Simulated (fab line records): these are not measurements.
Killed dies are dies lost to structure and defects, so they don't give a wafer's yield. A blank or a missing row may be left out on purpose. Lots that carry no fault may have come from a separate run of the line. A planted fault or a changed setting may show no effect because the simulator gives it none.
Matching of chambers | flow nand harc | rie diel-13 running NHARC_A_STAIRCASE_ETCH_13: 4 sister chambers
The step etches the open film in C4F8/O2, target depth 100 nm, time 40.5 s. 14 wafers are shown with their chamber, then 7 later ones without.

== WAFERS PAIRED WITH THEIR CHAMBERS ==
wafer  | chamber | rf vpp V (V) | oes product au (a.u.) | rf fwd power W (W)
L483.1 | 1       | 903          | 0.949                 | 587.7
L483.5 | 0       | 896          | 0.959                 | 591.1
L483.6 | 1       | 906          | 0.962                 | 588.0
L485.1 | 0       | 896          | 0.964                 | 595.8
L485.3 | 1       | 904          | 0.949                 | 590.7
L485.5 | 1       | 905          | 0.950                 | 592.1
L486.4 | 0       | 896          | 0.931                 | 591.2
L486.5 | 3       | 894          | 0.909                 | 593.3
L486.6 | 0       | 895          | 0.935                 | 591.8
L499.2 | 0       | 896          | 0.954                 | 593.2
L499.4 | 2       | 889          | 0.966                 | 587.6
L499.6 | 0       | 896          | 0.944                 | 592.6
L500.2 | 1       | 904          | 0.948                 | 593.0
L500.3 | 3       | 894          | 0.928                 | 593.1

SIGNATURES (means of the wafers above)
reading        | chamber 0 | chamber 1 | chamber 2 | chamber 3 | scatter within a chamber
rf vpp V       | 895.83    | 904.40    | 889.00    | 894.00    | 0.777
oes product au | 0.94783   | 0.95160   | 0.96600   | 0.91850   | 0.011
rf fwd power W | 592.617   | 590.300   | 587.600   | 593.200   | 1.95
Rule: for each reading, subtract the chamber's mean from the wafer's reading, divide by that reading's scatter and square the result; add these up over the readings and take the root, which gives the wafer's distance from the chamber. The wafer belongs to the nearest chamber; if the next one is less than 2 further off, it can't be placed. The scatter is the square root of a quotient: the sum, over the shown wafers, of each reading's squared deviation from its chamber's mean, divided by wafers minus chambers.

== WAFERS WITH NO CHAMBER GIVEN ==
wafer  | rf vpp V (V) | oes product au (a.u.) | rf fwd power W (W)
L500.5 | 897          | 0.947                 | 593.9
L501.3 | 889          | 0.930                 | 590.0
L501.4 | 892          | 0.907                 | 590.6
L501.5 | 890          | 0.940                 | 589.9
L503.2 | 888          | 0.929                 | 588.4
L503.3 | 893          | 0.941                 | 591.5
L503.5 | 888          | 0.928                 | 587.3

== THE CHAMBER EACH PASSED THROUGH ==
wafer  | from the rows above     | in truth
L500.5 | 0                       | 0
L501.3 | 2                       | 2
L501.4 | 3                       | 3
L501.5 | 2                       | 2
L503.2 | 2                       | 2
L503.3 | can't be placed: 3 or 0 | 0
L503.5 | 2                       | 2
Correctly placed: 6 of 7. Not placeable from these rows: 1 (in 1, the candidates include the true chamber). 0 placed wrongly.
